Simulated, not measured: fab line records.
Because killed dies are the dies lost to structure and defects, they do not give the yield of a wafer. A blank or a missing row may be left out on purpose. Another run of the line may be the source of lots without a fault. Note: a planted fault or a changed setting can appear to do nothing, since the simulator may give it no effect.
2 desks, one fault :: flow nand harc :: what lay behind the numbers comes last; until then each desk has only its own

TOOL OWNER'S DESK, pecvd-04
The tool's own readings at NHARC_A_M1_DEP_00 (deposits SiOC, target thk 182.5 nm): means of the sampled wafers that have a number, for each lot that ran on this tool. Any lot whose mean is over 4 standard deviations away from the usual mean is out of limits and marked OUT; that distance is given in the brackets.
Columns: A = showerhead vpp V at NHARC_A_M1_DEP_00, usual 1461 V
lot: L592
first seen here: day 23 18:24
A: 1459

lot: L591
first seen here: day 24 02:01
A: 1451

lot: L606
first seen here: day 30 10:07
A: 1462

lot: L609
first seen here: day 31 03:27
A: 1448

lot: L607
first seen here: day 31 09:28
A: 1490

lot: L610
first seen here: day 32 09:39
A: 1414
This desk's verdict: no lot among the 6 shows anything out of limits.

THE DEFECT DESK
Per lot, the means of the sampled wafers with a number show what the inspections along the route counted. Any lot whose mean is over 4 standard deviations away from the usual mean is out of limits and marked OUT; that distance is given in the brackets.
Columns: A = raw defect count at NHARC_A_M1_INSPECT_11, usual 85
lot: L589
first seen here: day 23 07:49
A: 72

lot: L592
first seen here: day 23 19:19
A: 875 (+18) OUT

lot: L591
first seen here: day 24 02:58
A: 990 (+21) OUT

lot: L600
first seen here: day 27 22:31
A: 136

lot: L603
first seen here: day 28 22:55
A: 62

lot: L602
first seen here: day 29 03:25
A: 61

lot: L606
first seen here: day 30 10:56
A: 160

lot: L605
first seen here: day 30 19:28
A: 43

lot: L609
first seen here: day 31 04:25
A: 15

lot: L607
first seen here: day 31 10:22
A: 40

lot: L608
first seen here: day 31 11:01
A: 115

lot: L610
first seen here: day 32 10:34
A: 126
This desk finds L591, L592 out of limits, L592 being first, at day 23 19:19 (raw defect count at NHARC_A_M1_INSPECT_11). L589, L600, L603, L602, L606, L605, L609, L607, L608, L610 stayed within limits.

ALL TOGETHER
The defect desk could have raised an alarm at day 23 19:19, on L591, L592.
The tool owner's desk saw nothing out of limits.
On record at the tool owner's desk: L591, L592, within its limits.
NHARC_A_M1_DEP_00 was run on pecvd-04 by each of the lots named.

WHAT HAD BEEN PUT IN BY THE SIMULATOR
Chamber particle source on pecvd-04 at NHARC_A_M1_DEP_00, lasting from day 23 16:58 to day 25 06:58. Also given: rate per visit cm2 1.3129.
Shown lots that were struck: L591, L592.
Hours from the fault's start to each desk's first reading out of limits: the defect desk, 2.
